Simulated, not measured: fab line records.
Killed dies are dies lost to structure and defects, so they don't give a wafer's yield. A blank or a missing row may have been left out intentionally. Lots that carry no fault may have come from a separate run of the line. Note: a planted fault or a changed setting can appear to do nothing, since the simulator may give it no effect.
A struck lot beside a sound one | flow n5-finfet | 14 steps out of a route of 1938
Sound: these wafers, L952.1, L952.3, L952.6. Wafers L956.1, L956.4, L956.6 were the ones struck. The cause is named last.
Per side, at each step with rows, come the tool, then ch with its chambers, and then its first start. Under that, the readings that differ: sound wafers | struck wafers | difference of the means | sigmas: that difference in standard deviations of wafers without a fault.
alike: words and numbers the same on both sides, and readings whose means are apart by under 2 such deviations; not compared: readings that were withheld, readings missing a value for some wafer, numbers with overlapping values and no deviation given by the record, and bounds like >300 which may hide the same value.
The two part at a step that has a row with sigmas, a row that says differs or no value, or rows on one side only. Non-overlapping numbers with no deviation appear without sigmas and do not part them. A reading that every wafer of one side lacks parts them only if that side has two wafers or more.

N5_FIN_SAQP_HM_DEP_03: deposits SiNx from SiH4/NH3/N2, target thk 38 nm, time 33.6 s.
  sound on pecvd-04 ch 0,1, day 3 09:58; struck on pecvd-03 ch 1,2, day 4 09:20
  alike: heater-power-w, rf-fwd-power-W, showerhead-plenum-p-Torr, throttle-valve-pct
N5_FIN_SAQP_THK_MEAS_05:
  sound on film-metro-02, day 3 10:03; struck on film-metro-01, day 4 09:26
  alike: thk-nm
N5_FIN_SAQP_PECVD_47: deposits a-Si from SiH4/He, target thk 45 nm, time 36.3 s.
  sound on pecvd-01 ch 0,1, day 3 10:05; struck on pecvd-04 ch 0,1, day 4 09:28
  alike: heater-power-w, rf-fwd-power-W, showerhead-plenum-p-Torr, throttle-valve-pct
N5_FIN_SAQP_PECVD_48: deposits SiNx from SiH4/NH3/N2, target thk 25 nm, time 22.1 s.
  sound on pecvd-01 ch 0,1, day 3 10:08; struck on pecvd-04 ch 0,1, day 4 09:31
  alike: heater-power-w, rf-fwd-power-W, showerhead-plenum-p-Torr, throttle-valve-pct
N5_FIN_SAQP_PECVD_06: deposits a-Si from SiH4/He, target thk 60 nm, time 48.1 s.
  sound on pecvd-01 ch 0,1, day 3 10:10; struck on pecvd-04 ch 0,1, day 4 09:33
  alike: heater-power-w, rf-fwd-power-W, showerhead-plenum-p-Torr, throttle-valve-pct
N5_FIN_SAQP_THK_MEAS_07:
  sound on film-metro-02, day 3 10:15; struck on film-metro-02, day 4 09:38
  alike: thk-nm
N5_FIN_SAQP_HM_DEP_72: deposits SiO2 from SiH4/N2O, target thk 12 nm, time 7.2 s.
  sound on pecvd-03 ch 0,1,2, day 3 10:17; struck on pecvd-01 ch 0, day 4 09:40
  alike: heater-power-w, rf-fwd-power-W, showerhead-plenum-p-Torr
then, 5 steps without rows for these wafers: N5_FIN_SAQP_COAT_49 (time 60 s, resist thk 100 nm); N5_FIN_SAQP_COAT_50 (time 60 s, resist thk 35 nm); N5_FIN_SAQP_COAT_10 (resist thk 90 nm); N5_FIN_SAQP_EBR_12; N5_FIN_SAQP_SOFTBAKE_11 (time 60 s).
N5_FIN_SAQP_EXPOSE_13: exposes mask FIN CORE, target cd 35.6 nm.
  struck on arfi-scanner-02, day 4 09:53; sound on arfi-scanner-01 ch 0, day 3 10:29
  no value came back on the struck wafers for dipole-opening-deg (degrees), exposure-dose-mJ-cm2, na; on the sound wafers dipole-opening-deg (degrees) reads 40 40 40
  alike: mask
then, 1 step without rows for these wafers: N5_FIN_SAQP_PEB_14 (peb time 60 s).

## WHERE THEY PART
Within this record, at N5_FIN_SAQP_EXPOSE_13 only.

WHY: whatever the simulator had introduced
Whole step skipped at N5_FIN_SAQP_EXPOSE_13 on arfi-scanner-02, starting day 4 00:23. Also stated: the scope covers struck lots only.
